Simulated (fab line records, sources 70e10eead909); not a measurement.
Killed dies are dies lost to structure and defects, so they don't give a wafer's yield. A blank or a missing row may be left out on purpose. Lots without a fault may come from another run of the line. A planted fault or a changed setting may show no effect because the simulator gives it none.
Chamber matching | flow nand_harc | NHARC_A_CONTACT_ETCH_91 on rie_diel-05: 4 sister chambers
The step etches the open film in CH3F/O2, target depth 40 nm, time 85.7 s. 4 wafers are shown with their chamber, then 8 later ones without.

WAFERS WITH THEIR CHAMBER
wafer  | chamber | drypump_motor_current_A (A)
L080.1 | 1       | 5.0
L083.5 | 2       | 5.7
L083.6 | 3       | 5.3
L087.2 | 0       | 6.0

WAFERS WITHOUT THEIR CHAMBER
wafer  | drypump_motor_current_A (A)
L087.3 | 5.7
L087.5 | 5.7
L088.1 | 6.0
L088.2 | 4.9
L088.4 | 5.7
L096.2 | 4.9
L096.3 | 6.0
L096.5 | 6.0

WHICH CHAMBER EACH WENT THROUGH
wafer  | from the rows above | in truth
L087.3 | 2                   | 2
L087.5 | 2                   | 2
L088.1 | 0                   | 0
L088.2 | 1                   | 1
L088.4 | 2                   | 2
L096.2 | 1                   | 1
L096.3 | 0                   | 0
L096.5 | 0                   | 0
Placed correctly: 8 of 8. Can't be placed from these rows: 0. Placed wrongly: 0.
How it was worked out, from the rows above alone: a wafer's distance from a chamber is the root of the sum, over the readings, of the square of ((its reading less the chamber's mean) divided by the reading's scatter). The wafer belongs to the nearest chamber; if the next one is less than 2 further off, it can't be placed. A chamber's mean is the mean of its shown wafers. The scatter: with one shown wafer a chamber, the root of the mean of the squares of how far each hidden wafer lies from its nearest shown one.
